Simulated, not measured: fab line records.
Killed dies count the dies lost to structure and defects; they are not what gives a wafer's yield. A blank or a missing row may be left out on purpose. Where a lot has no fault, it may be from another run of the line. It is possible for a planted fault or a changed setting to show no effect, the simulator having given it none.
Matching of chambers | flow n5 finfet | 4 sister chambers for N5_HKMG_FIN_ALD_79 on ald metal-01
The step deposits TiN, target thk 1.5 nm, pulse time 1 s, purge time 3 s. 24 wafers are shown with their chamber, then 12 later ones without.

## WAFERS WITH THEIR CHAMBER
wafer  | chamber | heater power w (W) | precursor pulse height rel
L075.1 | 3       | 743                | 1.015
L075.2 | 2       | 913                | 1.008
L075.3 | 0       | 945                | 0.981
L077.1 | 3       | 724                | 0.989
L077.2 | 2       | 904                | 1.028
L077.3 | 1       | 1155               | 0.992
L077.4 | 0       | 953                | 1.001
L077.5 | 2       | 922                | 0.978
L077.6 | 3       | 731                | 0.981
L079.2 | 1       | 1104               | 0.976
L079.4 | 0       | 957                | 0.993
L079.5 | 1       | 1123               | 0.987
L080.1 | 3       | 741                | 1.029
L080.3 | 2       | 933                | 0.980
L080.5 | 2       | 910                | 1.000
L082.3 | 3       | 712                | 0.995
L082.4 | 1       | 1137               | 0.985
L082.5 | 0       | 949                | 1.015
L088.1 | 0       | 937                | 0.995
L088.2 | 2       | 929                | 1.023
L088.4 | 3       | 725                | 1.010
L089.1 | 1       | 1081               | 1.014
L089.2 | 3       | 734                | 1.015
L089.3 | 0       | 950                | 0.988

SIGNATURES (averages over the wafers above)
reading                    | chamber 0 | chamber 1 | chamber 2 | chamber 3 | scatter within a chamber
heater power w             | 948.50    | 1120.00   | 918.50    | 730.00    | 15.6
precursor pulse height rel | 0.99550   | 0.99080   | 1.00283   | 1.00486   | 0.0165
Rule: a wafer lies at a distance from a chamber equal to the root of the sum of squares, over the readings, of (its reading less the chamber's mean, divided by the reading's scatter). The wafer belongs to the nearest chamber; if the next one is less than 2 further off, it can't be placed. How the scatter is found: for the shown wafers, subtract from each reading the mean of its chamber, square and add these, divide the total by (wafers less chambers), then take the root.

## WAFERS WITHOUT THEIR CHAMBER
wafer  | heater power w (W) | precursor pulse height rel
L089.4 | 910                | 0.986
L089.5 | 956                | 1.019
L089.6 | 737                | 0.985
L092.4 | 710                | 1.025
L092.5 | 937                | 0.960
L092.6 | 727                | 0.980
L094.1 | 942                | 1.030
L094.4 | 1106               | 1.019
L094.5 | 717                | 1.007
L095.2 | 907                | 0.977
L095.4 | 715                | 1.040
L095.6 | 738                | 1.032

## CHAMBER TAKEN BY EACH
wafer  | from the rows above     | in truth
L089.4 | can't be placed: 2 or 0 | 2
L089.5 | can't be placed: 0 or 2 | 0
L089.6 | 3                       | 3
L092.4 | 3                       | 3
L092.5 | can't be placed: 0 or 2 | 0
L092.6 | 3                       | 3
L094.1 | can't be placed: 0 or 2 | 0
L094.4 | 1                       | 1
L094.5 | 3                       | 3
L095.2 | can't be placed: 2 or 0 | 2
L095.4 | 3                       | 3
L095.6 | 3                       | 3
Placed correctly: 7 of 12. Cannot be placed on the basis of these rows: 5; the candidates contain the true chamber in 5. Placed wrongly: 0.
